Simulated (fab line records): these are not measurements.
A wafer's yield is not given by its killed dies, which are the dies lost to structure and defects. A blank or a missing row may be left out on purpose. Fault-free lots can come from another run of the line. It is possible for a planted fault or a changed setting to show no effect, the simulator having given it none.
Chamber matching + flow nand_harc + NHARC_A_STAIRCASE_ETCH_271 on rie_diel-13: 4 sister chambers
The step etches the open film in CF4/CHF3. 8 wafers are shown with their chamber, then 8 later ones without.

## EACH WAFER AND ITS CHAMBER
| wafer  | chamber | showerhead_plenum_p_Torr (Torr) | rf_vpp_V (V) |
|--------|---------|---------------------------------|--------------|
| L076.2 | 2       | 1.67                            | 374.7        |
| L078.4 | 2       | 1.66                            | 373.7        |
| L079.2 | 0       | 1.47                            | 367.5        |
| L079.6 | 3       | 1.64                            | 373.8        |
| L083.2 | 1       | 1.66                            | 374.9        |
| L083.4 | 0       | 1.47                            | 367.5        |
| L083.5 | 3       | 1.63                            | 373.5        |
| L084.2 | 1       | 1.66                            | 373.5        |

## WAFERS WITH NO CHAMBER GIVEN
| wafer  | showerhead_plenum_p_Torr (Torr) | rf_vpp_V (V) |
|--------|---------------------------------|--------------|
| L084.3 | 1.47                            | 365.7        |
| L084.4 | 1.63                            | 371.0        |
| L088.1 | 1.63                            | 371.4        |
| L088.3 | 1.65                            | 373.5        |
| L088.4 | 1.47                            | 366.2        |
| L095.2 | 1.65                            | 372.6        |
| L095.3 | 1.65                            | 373.2        |
| L095.6 | 1.62                            | 372.7        |

## WHICH CHAMBER EACH WENT THROUGH
| wafer  | from the rows above          | in truth |
|--------|------------------------------|----------|
| L084.3 | 0                            | 0        |
| L084.4 | 3                            | 3        |
| L088.1 | 3                            | 3        |
| L088.3 | can't be placed: 1 or 3 or 2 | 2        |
| L088.4 | 0                            | 0        |
| L095.2 | can't be placed: 1 or 3 or 2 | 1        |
| L095.3 | can't be placed: 1 or 3 or 2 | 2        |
| L095.6 | 3                            | 3        |
Placed correctly: 5 of 8. Unplaceable from these rows: 3, with the true chamber sitting among the candidates in 3. Wrongly placed: 0.
How it was worked out, from the rows above alone: a wafer's distance from a chamber is the root of the sum, over the readings, of the square of ((its reading less the chamber's mean) divided by the reading's scatter). If the next closest chamber is less than 2 further off than the closest, the wafer can't be placed; otherwise it belongs to the closest. The mean given for a chamber averages the wafers shown for that chamber. How the scatter is found: for the shown wafers, subtract from each reading the mean of its chamber, square and add these, divide the total by (wafers less chambers), then take the root.
